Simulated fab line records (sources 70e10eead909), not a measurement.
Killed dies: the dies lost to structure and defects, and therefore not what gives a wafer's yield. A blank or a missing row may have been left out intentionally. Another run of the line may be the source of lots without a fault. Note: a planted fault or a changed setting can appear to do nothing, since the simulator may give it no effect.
Check for tools in common ; flow nandHarc ; 14 lots and 42 wafers in the sample

== REASON FOR OPENING ==
On 2 of the 14 lots, a flag is raised at NHARC_P_CONTACT_CD_MEAS_12 on the reading cdNm. Fault-free wafers read 89.1 nm, with a standard deviation of 0.77.
Rule: flag the lot when none of its wafers has a number, or when each of its wafers that has one lies beyond 4 standard deviations from that mean. All remaining lots are regarded as sound.

lot;measured;on;cdNm (nm), wafer by wafer;flag
L605;day 5 17:29;cdSem-02;89.2 90.5 89.8;
L606;day 6 06:26;cdSem-01;88.3 88.0 88.5;
L607;day 6 14:37;cdSem-03;90.6 89.6 89.9;
L608;day 7 00:37;cdSem-03;87.9 88.5 88.2;
L609;day 7 13:17;cdSem-03;89.8 89.4 89.3;
L610;day 7 23:02;cdSem-02;88.9 89.6 89.7;
L611;day 8 13:10;cdSem-03;88.6 89.4 89.9;
L612;day 8 20:40;cdSem-02;88.8 88.2 88.6;
L614;day 9 22:52;cdSem-01;90.7 89.5 90.2;
L616;day 10 15:38;cdSem-03;88.7 87.9 88.8;
L617;day 10 23:19;cdSem-02;89.4 89.7 89.3;
L621;day 12 12:50;cdSem-01;89.5 89.4 90.1;
L626;day 14 13:47;cdSem-02;96.0 96.8 96.3;FLAGGED
L627;day 15 06:58;cdSem-03;96.1 97.1 96.6;FLAGGED
The numbers of the flagged lots are 96.5 nm on average: +7.4 nm against the usual, or +10 standard deviations.

== WHICH TOOL EACH LOT WENT THROUGH ==
3 process steps preceding the reading are held in the record, out of 1302 steps in the route. Cell contents, in order: the tool; ch with the chambers the sampled wafers went through; the start.
lot;flag;NHARC_P_GATE_DESCUM_93;NHARC_P_GATE_RTA_64;NHARC_P_CONTACT_PEB_10
L605;;rieDiel-10 ch 2,3, day 5 12:57;rtpAnneal-01 ch 0, day 5 14:39;lithoTrack-04 ch 0, day 5 17:25
L606;;rieDiel-10 ch 1,3, day 6 01:55;rtpAnneal-01 ch 0, day 6 03:35;lithoTrack-06 ch 0, day 6 06:22
L607;;rieDiel-10 ch 1,3, day 6 10:02;rtpAnneal-01 ch 0, day 6 11:43;lithoTrack-01 ch 0, day 6 14:32
L608;;rieDiel-10 ch 2,3, day 6 20:03;rtpAnneal-01 ch 0, day 6 21:44;lithoTrack-06 ch 0, day 7 00:32
L609;;rieDiel-05 ch 0,1,2, day 7 08:47;rtpAnneal-01 ch 0, day 7 10:25;lithoTrack-04 ch 0, day 7 13:12
L610;;rieDiel-09 ch 0,2,3, day 7 18:29;rtpAnneal-02 ch 0, day 7 20:09;lithoTrack-04 ch 0, day 7 22:56
L611;;rieDiel-10 ch 1,2, day 8 08:38;rtpAnneal-02 ch 0, day 8 10:22;lithoTrack-04 ch 0, day 8 13:04
L612;;rieDiel-09 ch 0,1, day 8 16:10;rtpAnneal-02 ch 0, day 8 17:48;lithoTrack-06 ch 0, day 8 20:35
L614;;rieDiel-05 ch 1,2,3, day 9 18:21;rtpAnneal-02 ch 0, day 9 20:00;lithoTrack-01 ch 0, day 9 22:47
L616;;rieDiel-09 ch 0,1, day 10 11:03;rtpAnneal-01 ch 0, day 10 12:43;lithoTrack-04 ch 0, day 10 15:33
L617;;rieDiel-10 ch 2,3, day 10 18:46;rtpAnneal-02 ch 0, day 10 20:28;lithoTrack-04 ch 0, day 10 23:14
L621;;rieDiel-05 ch 1,2, day 12 08:26;rtpAnneal-02 ch 0, day 12 10:05;lithoTrack-01 ch 0, day 12 12:45
L626;FLAGGED;rieDiel-10 ch 0,1,2, day 14 09:22;rtpAnneal-01 ch 0, day 14 11:02;lithoTrack-01 ch 0, day 14 13:41
L627;FLAGGED;rieDiel-10 ch 1,2,3, day 15 02:29;rtpAnneal-02 ch 0, day 15 04:11;lithoTrack-01 ch 0, day 15 06:53
What is done by these steps:
- NHARC_P_GATE_DESCUM_93: chemistry O2, time 3 s.
- NHARC_P_GATE_RTA_64: time 1 s.
- NHARC_P_CONTACT_PEB_10: peb time 65 s.
- NHARC_P_CONTACT_CD_MEAS_12: target cd 90 nm.

== FLAGGED OVER TOTAL, TOOL BY TOOL (the gauges that took the reading come last) ==
step;tool;lots run;flagged;share of the flagged lots;sound lots run after its first flagged lot
NHARC_P_GATE_DESCUM_93;rieDiel-05;3;0;none;-
NHARC_P_GATE_DESCUM_93;rieDiel-09;3;0;none;-
NHARC_P_GATE_DESCUM_93;rieDiel-10;8;2;all;0
NHARC_P_GATE_RTA_64;rtpAnneal-01;7;1;some;0
NHARC_P_GATE_RTA_64;rtpAnneal-02;7;1;some;0
NHARC_P_CONTACT_PEB_10;lithoTrack-01;5;2;all;0
NHARC_P_CONTACT_PEB_10;lithoTrack-04;6;0;none;-
NHARC_P_CONTACT_PEB_10;lithoTrack-06;3;0;none;-
NHARC_P_CONTACT_CD_MEAS_12;cdSem-01;3;0;none;-
NHARC_P_CONTACT_CD_MEAS_12;cdSem-02;5;1;some;0
NHARC_P_CONTACT_CD_MEAS_12;cdSem-03;6;1;some;0

== WHAT THE TABLE ALLOWS ==
In 2 table rows, all flagged lots were run: rieDiel-10 (NHARC_P_GATE_DESCUM_93), lithoTrack-01 (NHARC_P_CONTACT_PEB_10).
- rieDiel-10 at NHARC_P_GATE_DESCUM_93: 2 of its 8 lots flagged. Last sound lot L617 at day 10 18:46, first flagged lot L626 at day 14 09:22; a fault beginning in between fits.
- lithoTrack-01 at NHARC_P_CONTACT_PEB_10: 2 of its 5 lots flagged. Last sound lot L621 at day 12 12:45, first flagged lot L626 at day 14 13:41; a fault beginning in between fits.
These 2 tools cannot be told apart by counting lots, since each of them fits a fault that started at some hour. More lots, or a look at what each step does to the wafer, might.

== WHAT WAS PUT IN BY THE SIMULATOR ==
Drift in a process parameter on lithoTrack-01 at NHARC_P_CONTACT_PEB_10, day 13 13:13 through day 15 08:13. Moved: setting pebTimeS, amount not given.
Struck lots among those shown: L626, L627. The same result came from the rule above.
